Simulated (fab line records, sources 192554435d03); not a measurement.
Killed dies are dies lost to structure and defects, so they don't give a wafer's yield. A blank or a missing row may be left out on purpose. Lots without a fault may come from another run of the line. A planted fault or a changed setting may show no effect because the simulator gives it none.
Chamber matching | flow n5_finfet | N5_BEOL_M3_ETCH_63 on rie_diel-06: 4 sister chambers
The step etches SiARC in CF4, target depth 15.6 nm, time 26 s. 8 wafers are shown with their chamber, then 7 later ones without.

WAFERS WITH THEIR CHAMBER
wafer  | chamber | throttle_valve_pct (%) | showerhead_plenum_p_Torr (Torr)
L080.1 | 3       | 15.30                  | 2.04
L079.1 | 0       | 15.53                  | 2.13
L079.4 | 1       | 15.38                  | 2.10
L084.2 | 0       | 15.55                  | 2.13
L087.3 | 3       | 15.31                  | 2.03
L087.6 | 2       | 15.95                  | 2.05
L088.1 | 1       | 15.41                  | 2.09
L088.3 | 2       | 15.95                  | 2.05

WAFERS WITHOUT THEIR CHAMBER
wafer  | throttle_valve_pct (%) | showerhead_plenum_p_Torr (Torr)
L088.5 | 15.95                  | 2.05
L089.1 | 15.33                  | 2.03
L089.4 | 15.41                  | 2.09
L089.6 | 15.54                  | 2.13
L095.1 | 15.99                  | 2.04
L095.3 | 15.61                  | 2.12
L095.6 | 15.37                  | 2.03

WHICH CHAMBER EACH WENT THROUGH
wafer  | from the rows above | in truth
L088.5 | 2                   | 2
L089.1 | 3                   | 3
L089.4 | 1                   | 1
L089.6 | 0                   | 0
L095.1 | 2                   | 2
L095.3 | 0                   | 0
L095.6 | 3                   | 3
Placed correctly: 7 of 7. Can't be placed from these rows: 0. Placed wrongly: 0.
How it was worked out, from the rows above alone: a wafer's distance from a chamber is the root of the sum, over the readings, of the square of ((its reading less the chamber's mean) divided by the reading's scatter). The wafer belongs to the nearest chamber; if the next one is less than 2 further off, it can't be placed. A chamber's mean is the mean of its shown wafers. The scatter: the root of (the sum of the squares of (reading less its chamber's mean) over the shown wafers, divided by (wafers less chambers)).
